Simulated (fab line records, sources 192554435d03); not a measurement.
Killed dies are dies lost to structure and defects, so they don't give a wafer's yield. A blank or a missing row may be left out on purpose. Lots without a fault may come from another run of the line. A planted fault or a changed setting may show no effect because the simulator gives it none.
fab line records | flow n5_finfet
record lots=7 wafers=20 last_day=16
route steps=1938 shown BEOL_M3@1019 BEOL_M4@1021
lots that met no fault: from a run of the same line without faults
start_h: hours from the record's first day to the start of the lot's first wafer shown | wait_h: hours since the lot's step before | " the same as in the row above | L1.1+2: a row that stands for several wafers | - no value, or no start given | * or withheld: withheld | < > ~ a bound
route shown NAME@n: a module of which the file shows steps, and the number in the route of the first | usual: mean/standard deviation of fault-free wafers | same: alike in all rows | chamber/n: place in a boat | sites: the reading at each site | _std_site: their standard deviation | _edge_site: outer sites' mean less inner sites' | radius_mm: how far each site lies from the wafer's centre | mask NAME#n: copy n | behind: the tool/chamber that last shaped the wafer | hold: why the lot was held/for how many hours/how that ended | device: the transistor (n, p or np) that didn't switch | end of line: the same wafers' tests at the end of the route | a step without rows: its recipe alone | killed: dies lost to structure and defects at the first sort, not the wafer's yield | map: a wafer's dies, x killed, . not, _ none there
set.NAME: the setting as run; set.NAME@STEP: as run at that earlier step | model.NAME: the simulator's own value behind a step, which no gauge read
lots at some steps of the route; a table a step, a row a wafer
services: from which hour (start_h, from the record's first day; less than 0 if before it) a tool's chamber was out of use, for how many hours, and why
## steps
# step N5_BEOL_M3_RS_MEAS_58
# recipe thk_meas_gauge=four-point-probe reads=Co_of_BEOL_M3_CO_CAP_55+Cu_of_BEOL_M3_ECD_50+Co_of_BEOL_M3_CVD_47+TaN_of_BEOL_M3_ALD_84
# usual M3_RS=0.67/0.037
# columns lot.wafer tool chamber start_h wait_h M3_RS[ohm/sq]
L338.4 film_metro-01 - 148.93 0.0 0.69
L338.5 " - " " 0.67
L338.6 " - " " 0.63
L342.1 film_metro-02 - 189.69 0.1 0.73
L342.3 " - " " 0.70
L342.6 " - " " 0.69
L346.2 film_metro-02 - 207.92 0.1 0.64
L346.3 " - " " 0.73
L346.5 " - " " 0.66
L348.2 film_metro-01 - 217.37 0.1 0.69
L348.3 " - " " 0.73
L348.5 " - " " 0.67
L349.4 film_metro-01 - 221.22 0.0 0.73
L349.5 " - " " 0.65
L349.6 " - " " 0.69
L353.1 film_metro-01 - 250.21 0.0 0.73
L353.3 " - " " 0.68
L355.2 film_metro-01 - 261.01 0.1 0.74
L355.3 " - " " 0.70
L355.4 " - " " 0.65
# step N5_BEOL_M3_INSPECT_59
# recipe inspect_instrument=darkfield mode=post_dep
# usual raw_defect_count=70/22
# columns lot.wafer tool chamber start_h wait_h raw_defect_count
L338.4 defect_inspect-02 - 148.96 0.0 57
L338.5 " - " " 37
L338.6 " - " " 34
L342.1 defect_inspect-02 - 189.71 0.0 65
L342.3 " - " " 69
L342.6 " - " " 66
L346.2 defect_inspect-02 - 207.95 0.0 69
L346.3 " - " " 93
L346.5 " - " " 80
L348.2 defect_inspect-01 - 217.40 0.0 99
L348.3 " - " " 63
L348.5 " - " " 49
L349.4 defect_inspect-02 - 221.25 0.0 66
L349.5 " - " " 24
L349.6 " - " " 42
L353.1 defect_inspect-02 - 250.24 0.0 58
L353.3 " - " " 63
L355.2 defect_inspect-01 - 261.04 0.0 78
L355.3 " - " " 84
L355.4 " - " " 63
# step N5_BEOL_M4_ILD_DEP_00
# recipe material=SiOC target_thk_a=790 temp_c=350 precursor=DEMS/O2 pressure_torr=5 rf_w=500 time_s=15.3
# usual heater_power_w=498/98 showerhead_plenum_p_Torr=5.707/0.017 showerhead_vpp_V=1391/72 throttle_valve_pct=11.7/0.38
# columns lot.wafer tool chamber start_h wait_h heater_power_w showerhead_plenum_p_Torr showerhead_vpp_V throttle_valve_pct
L338.4 pecvd-01 0 149.01 0.1 594 5.710 1524 11.7
L338.5 " 1 " " 420 5.703 1374 11.6
L338.6 " 2 " " 432 5.690 1376 11.4
L342.1 pecvd-01 2 189.75 0.0 444 5.716 1357 11.4
L342.3 " 1 " " 360 5.697 1391 11.5
L342.6 " 2 " " 453 5.700 1368 11.2
L346.2 pecvd-02 1 207.99 0.0 475 5.713 1349 12.5
L346.3 " 0 " " 386 5.706 1315 12.1
L346.5 " 1 " " 471 5.714 1321 12.4
L348.2 pecvd-02 0 217.43 0.0 449 5.716 1343 12.4
L348.3 " 2 " " 442 5.667 1300 11.5
L348.5 " 1 " " 498 5.725 1321 12.7
L349.4 pecvd-01 0 221.30 0.1 600 5.718 1515 12.0
L349.5 " 1 " " 390 5.694 1370 11.3
L349.6 " 0 " " 585 5.720 1504 11.4
L353.1 pecvd-01 0 250.27 0.0 511 5.712 1510 11.7
L353.3 " 2 " " 407 5.711 1360 11.1
L355.2 pecvd-01 1 261.07 0.0 403 5.698 1377 11.5
L355.3 " 2 " " 433 5.698 1371 11.3
L355.4 " 2 " " 459 5.689 1357 11.0
# step N5_BEOL_M4_THK_MEAS_01
# recipe reads=SiOC_of_BEOL_M4_ILD_DEP_00
# usual M4_ILD_THK=79.2/1
# columns lot.wafer tool chamber start_h wait_h M4_ILD_THK[nm]
L338.4 film_metro-01 - 149.06 0.0 79.9
L338.5 " - " " 79.2
L338.6 " - " " 79.9
L342.1 film_metro-01 - 189.82 0.0 78.4
L342.3 " - " " 79.1
L342.6 " - " " 80.6
L346.2 film_metro-01 - 208.05 0.1 78.1
L346.3 " - " " 78.9
L346.5 " - " " 80.6
L348.2 film_metro-02 - 217.50 0.1 77.6
L348.3 " - " " 76.7
L348.5 " - " " 79.5
L349.4 film_metro-01 - 221.37 0.1 80.3
L349.5 " - " " 80.2
L349.6 " - " " 79.2
L353.1 film_metro-01 - 250.34 0.0 77.0
L353.3 " - " " 79.6
L355.2 film_metro-02 - 261.14 0.1 77.9
L355.3 " - " " 78.3
L355.4 " - " " 79.9
# step N5_BEOL_M4_PECVD_72
# recipe material=SiO2 target_thk_a=160 temp_c=400 precursor=TEOS/O2 pressure_torr=5.5 rf_w=450 teos_flow_sccm=53.8 gas=O2 flow_sccm=3000 time_s=18
# usual heater_power_w=755/130 showerhead_plenum_p_Torr=8.84/0.093 showerhead_vpp_V=1284/54 throttle_valve_pct=22.4/0.69
# columns lot.wafer tool chamber start_h wait_h heater_power_w showerhead_plenum_p_Torr showerhead_vpp_V throttle_valve_pct
L338.4 pecvd-04 1 149.11 0.1 944 8.81 1362 21.9
L338.5 " 0 " " 730 8.92 1302 22.5
L338.6 " 2 " " 932 8.97 1234 21.5
L342.1 pecvd-04 2 189.86 0.0 898 8.95 1224 21.5
L342.3 " 0 " " 756 8.88 1316 22.4
L342.6 " 2 " " 922 8.97 1227 21.6
L346.2 pecvd-04 1 208.09 0.0 813 8.80 1332 22.1
L346.3 " 2 " " 1003 8.96 1220 21.6
L346.5 " 2 " " 1018 8.94 1219 21.7
L348.2 pecvd-02 2 217.54 0.0 667 8.65 1266 22.4
L348.3 " 0 " " 670 8.87 1267 23.0
L348.5 " 1 " " 704 8.87 1272 23.7
L349.4 pecvd-04 1 221.42 0.1 862 8.80 1326 21.9
L349.5 " 0 " " 772 8.86 1312 22.4
L349.6 " 2 " " 888 8.97 1219 21.6
L353.1 pecvd-04 2 250.38 0.0 953 8.99 1213 21.8
L353.3 " 1 " " 801 8.82 1345 22.0
L355.2 pecvd-04 1 261.18 0.0 912 8.79 1332 22.1
L355.3 " 0 " " 770 8.86 1323 22.6
L355.4 " 0 " " 770 8.89 1349 22.4
# step N5_BEOL_M4_HM_DEP_02
# recipe material=TiN target_thk_a=200 temp_c=25 chamber_pressure_pa=0.49996
# usual throttle_valve_pct=29.7/0.89
# columns lot.wafer tool chamber start_h wait_h throttle_valve_pct
L338.4 pvd_sputter-01 - 149.87 0.7 30.9
L338.5 " - " " 29.6
L338.6 " - " " 30.8
L342.1 pvd_sputter-03 - 190.47 0.6 30.9
L342.3 " - " " 30.5
L342.6 " - " " 29.4
L346.2 pvd_sputter-02 - 208.52 0.4 27.7
L346.3 " - " " 28.9
L346.5 " - " " 29.3
L348.2 pvd_sputter-02 - 217.59 0.0 30.4
L348.3 " - " " 31.0
L348.5 " - " " 31.0
L349.4 pvd_sputter-01 - 225.14 3.7 29.2
L349.5 " - " " 30.7
L349.6 " - " " 30.1
L353.1 pvd_sputter-02 - 250.54 0.1 28.9
L353.3 " - " " 30.9
L355.2 pvd_sputter-02 - 263.10 1.9 30.6
L355.3 " - " " 28.9
L355.4 " - " " 28.1
# step N5_BEOL_M4_COAT_61
# recipe resist=SOC temp_c=250 time_s=60 spin_rpm=1500 resist_thk_nm=60
# step N5_BEOL_M4_COAT_62
# recipe resist=SiARC temp_c=220 time_s=60 spin_rpm=1500 resist_thk_nm=12
# step N5_BEOL_M4_COAT_73
# recipe resist=underlayer temp_c=205 time_s=60 spin_rpm=1500 resist_thk_nm=5
# step N5_BEOL_M4_COAT_05
# recipe resist=CAR-EUV spin_rpm=1500 resist_thk_nm=30
# step N5_BEOL_M4_EBR_07
# recipe solvent=PGMEA ebr_width_mm=1.5
# step N5_BEOL_M4_SOFTBAKE_06
# recipe temp_c=110 time_s=60 resist=CAR-EUV
# step N5_BEOL_M4_EXPOSE_08
# recipe mask_id=M4 na=0.33 source_shape=dipole sigma_inner=0.369 sigma_outer=0.767 polarization=unpolarized dose_mj=41.25
# usual dipole_opening_deg=79.7/0 exposure_dose_mJ_cm2=41.19/0.089 focus_offset_nm=0.0/0.5 reticle_temp_C=23.01/0.093
# columns lot.wafer tool chamber start_h wait_h mask dipole_opening_deg exposure_dose_mJ_cm2 focus_offset_nm reticle_temp_C
L338.4 euv_scanner-02 0 150.29 - M4#0 79.7 41.16 0.5 22.94
L338.5 " 0 " " M4#0 79.7 41.16 0.1 22.95
L338.6 " 0 " " M4#0 79.7 41.16 0.5 22.95
L342.1 euv_scanner-02 0 190.87 - M4#0 79.7 41.17 0.4 23.03
L342.3 " 0 " " M4#0 79.7 41.14 0.0 23.00
L342.6 " 0 " " M4#0 79.7 41.14 0.4 23.13
L346.2 euv_scanner-02 - 208.83 - M4#0 - - - -
L346.3 " - " " M4#0 - - - -
L346.5 " - " " M4#0 - - - -
L348.2 euv_scanner-02 - 217.89 - M4#0 - - - -
L348.3 " - " " M4#0 - - - -
L348.5 " - " " M4#0 - - - -
L349.4 euv_scanner-02 - 225.42 - M4#0 - - - -
L349.5 " - " " M4#0 - - - -
L349.6 " - " " M4#0 - - - -
L353.1 euv_scanner-01 0 250.93 - M4#0 79.7 41.33 1.0 23.00
L353.3 " 0 " " M4#0 79.7 41.35 -0.3 23.18
L355.2 euv_scanner-01 0 263.39 - M4#0 79.7 41.29 -0.6 23.03
L355.3 " 0 " " M4#0 79.7 41.33 -1.0 23.05
L355.4 " 0 " " M4#0 79.7 41.28 0.2 23.10
# step N5_BEOL_M4_PEB_09
# recipe peb_temp_c=100 peb_time_s=60 resist=CAR-EUV
## services
# columns tool chamber start_h hours kind
pecvd-01 0 125.43 5.5 scheduled_down
pecvd-04 2 127.01 2.1 scheduled_down
euv_scanner-01 - 136.34 4.6 pm
pecvd-04 - 139.50 0.5 repair
pecvd-02 - 140.79 14.6 pm
pecvd-02 2 166.02 23.7 repair
euv_scanner-01 - 168.38 1.0 pm
euv_scanner-02 - 174.00 1.0 pm
pecvd-04 0 174.90 2.1 scheduled_down
pecvd-01 0 175.57 5.5 scheduled_down
pecvd-04 - 182.39 1.5 repair
pecvd-04 1 188.20 4.6 repair
pecvd-01 - 188.36 0.8 repair
euv_scanner-02 0 190.79 - calibration
pecvd-04 1 194.61 2.1 scheduled_down
pecvd-02 0 200.13 5.0 scheduled_down
pecvd-01 2 202.38 - clean
pecvd-01 2 202.38 - consumable_replace:showerhead
pecvd-01 2 202.38 29.0 scheduled_down
pecvd-01 2 202.38 29.0 vent_cycle
euv_scanner-01 - 224.27 1.0 pm
euv_scanner-02 - 230.15 1.0 pm
pecvd-02 - 239.60 1.0 repair
pecvd-01 - 242.73 2.0 repair
## key
first_sign step=N5_BEOL_M4_EXPOSE_08 reading=tool_record direction=missing
effect none on later readings
met_at N5_BEOL_M4_EXPOSE_08
struck_wafers L346.2,L346.3,L346.5,L348.2,L348.3,L348.5,L349.4,L349.5,L349.6
later_rows_left_out L346.2,L346.3,L346.5,L348.2,L348.3,L348.5,L349.4,L349.5,L349.6
sort_left_out L346.2,L346.3,L346.5,L348.2,L348.3,L348.5,L349.4,L349.5,L349.6
onset_between 190.87 208.83
fault kind=skipped_step_whole tool=euv_scanner-02 chamber=- onset_h=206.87 steps=N5_BEOL_M4_EXPOSE_08 scope=struck_lots_only
# sort_left_out: the simulated sort isn't trusted on such a fault, so these wafers' sort isn't shown, and their yield isn't known
# later_rows_left_out: the simulator's readings of these wafers behind a module that went badly wrong aren't trusted and aren't shown, but for the sort
